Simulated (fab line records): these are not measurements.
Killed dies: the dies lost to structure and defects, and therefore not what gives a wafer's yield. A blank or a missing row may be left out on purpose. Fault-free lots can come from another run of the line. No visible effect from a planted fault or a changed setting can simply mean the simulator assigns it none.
Split-lot study -- flow n5_finfet -- 21 wafers read across 7 lots, on a route 1938 steps long

## THE SPLIT ITSELF
At N5_BEOL_M13_COAT_66 (time 60 s, resist thk 110 nm), the setting spin_rpm was moved away from the recipe's 1500 rpm on 5 of the 21 wafers read, by -9.1% to +9.1%. For the rest of the wafers, this setting stayed at what the recipe calls for.

## FROM THE SPLIT TO THE READING: what the file shows between them, 4 steps
- N5_BEOL_M13_COAT_22: resist thk 300 nm
- N5_BEOL_M13_EBR_24
- N5_BEOL_M13_DESCUM_33: chemistry O2, time 7.9 s
- N5_BEOL_M13_ETCH_67: etches SiARC in CF4, target depth 143 nm, time 238.3 s

## THE READING
SiARC_of_BEOL_M13_COAT_66.thk_nm (the simulator's own value, which no gauge read), in nm, at N5_BEOL_M13_ETCH_68 (etches SOC in N2/H2, time 355 s). No usual value for it is given in the file. Across the 16 wafers here that went through the recipe, the average is 77.2 nm and the standard deviation 0.44 nm.

wafer,"tool, chamber at the split","spin_rpm as run, rpm",against the recipe,"SiARC_of_BEOL_M13_COAT_66.thk_nm, nm",against lot-mates on the recipe
L074.3,"litho_track-04, 0",1547,+3.1%,75,-1.8
L074.4,"litho_track-04, 0",1500,recipe,76.8,-
L074.6,"litho_track-04, 0",1547,+3.1%,76.2,-0.6
L076.4,"litho_track-02, 0",1500,recipe,77.2,-
L076.5,"litho_track-02, 0",1500,recipe,77.2,-
L076.6,"litho_track-02, 0",1500,recipe,76.8,-
L079.3,"litho_track-03, 0",1500,recipe,77.6,-
L079.5,"litho_track-03, 0",1500,recipe,76.4,-
L079.6,"litho_track-03, 0",1500,recipe,77,-
L085.1,"litho_track-02, 0",1636,+9.1%,72.8,-4.9
L085.2,"litho_track-02, 0",1500,recipe,77.8,-
L085.6,"litho_track-02, 0",1500,recipe,77.6,-
L093.4,"litho_track-03, 0",1578,+5.2%,74.4,-2.8
L093.5,"litho_track-03, 0",1500,recipe,77.2,-
L093.6,"litho_track-03, 0",1500,recipe,77.2,-
L095.1,"litho_track-04, 0",1500,recipe,77.8,-
L095.2,"litho_track-04, 0",1500,recipe,77,-
L095.3,"litho_track-04, 0",1500,recipe,76.6,-
L096.4,"litho_track-02, 0",1363,-9.1%,82.8,+5.0
L096.5,"litho_track-02, 0",1500,recipe,77.8,-
L096.6,"litho_track-02, 0",1500,recipe,77.8,-

THE FIT
A straight line over all 21 wafers: SiARC_of_BEOL_M13_COAT_66.thk_nm changes by -0.55 nm for each +1% of spin_rpm; r = -0.97; the points scatter about the line by 0.48 nm.
The same after taking each lot's own level away (the mean of its wafers on the recipe; 21 wafers): -0.531 nm for each +1%; r = -0.98; scatter 0.38 nm.
Per that fit: largest spin_rpm move, reading shift of 4.8 nm.
Measured against the standard deviation above, the lots' own levels, which go from 76.80 to 77.80 nm, span 2.3 times it.
Hence the lot-to-lot level has little effect on the slope; both slopes agree.
Check: with one of the wafers moved furthest among these (-9.1%) left out of the fit, the line predicts +4.79 nm for it against its lot-mates. Against them it came out at +5 nm.

## OTHER SPLITS ON THESE WAFERS
Before the reading, these wafers also passed through other splits. Each is held against what the fit with the lots' levels taken away leaves over:
other split on the same wafers,wafers away from the commonest value,r with SiARC_of_BEOL_M13_COAT_66.thk_nm (lot level and that fit taken away)
N5_BEOL_M13_COAT_65 spin_rpm,7,-0.03

## THE WHOLE CHAIN: every reading that the file lists as answering this split, in the file's order
step,what it does,reading,change (the file's fit),r (the file's)
N5_BEOL_M13_COAT_66,"time 60 s, resist thk 110 nm","SiARC_of_BEOL_M13_COAT_66.thk_nm (the simulator's own value, which no gauge read)",-0.529 nm for each +1% of the setting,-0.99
N5_BEOL_M13_ETCH_67,"etches SiARC in CF4, target depth 143 nm, time 238.3 s","etch.depth_nm (the simulator's own value, which no gauge read)",-0.537 nm for each +1% of the setting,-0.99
N5_BEOL_M13_ETCH_67,"etches SiARC in CF4, target depth 143 nm, time 238.3 s","coat_of_BEOL_M13_COAT_22.thk_nm (the simulator's own value, which no gauge read)",+0.394 nm for each +1% of the setting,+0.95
N5_BEOL_M13_ETCH_68,"etches SOC in N2/H2, time 355 s","SiARC_of_BEOL_M13_COAT_66.thk_nm (the simulator's own value, which no gauge read)",-0.535 nm for each +1% of the setting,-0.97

## THE FILE'S OWN FIT
SiARC_of_BEOL_M13_COAT_66.thk_nm changes by -0.535 nm for each +1% of spin_rpm, r = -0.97.
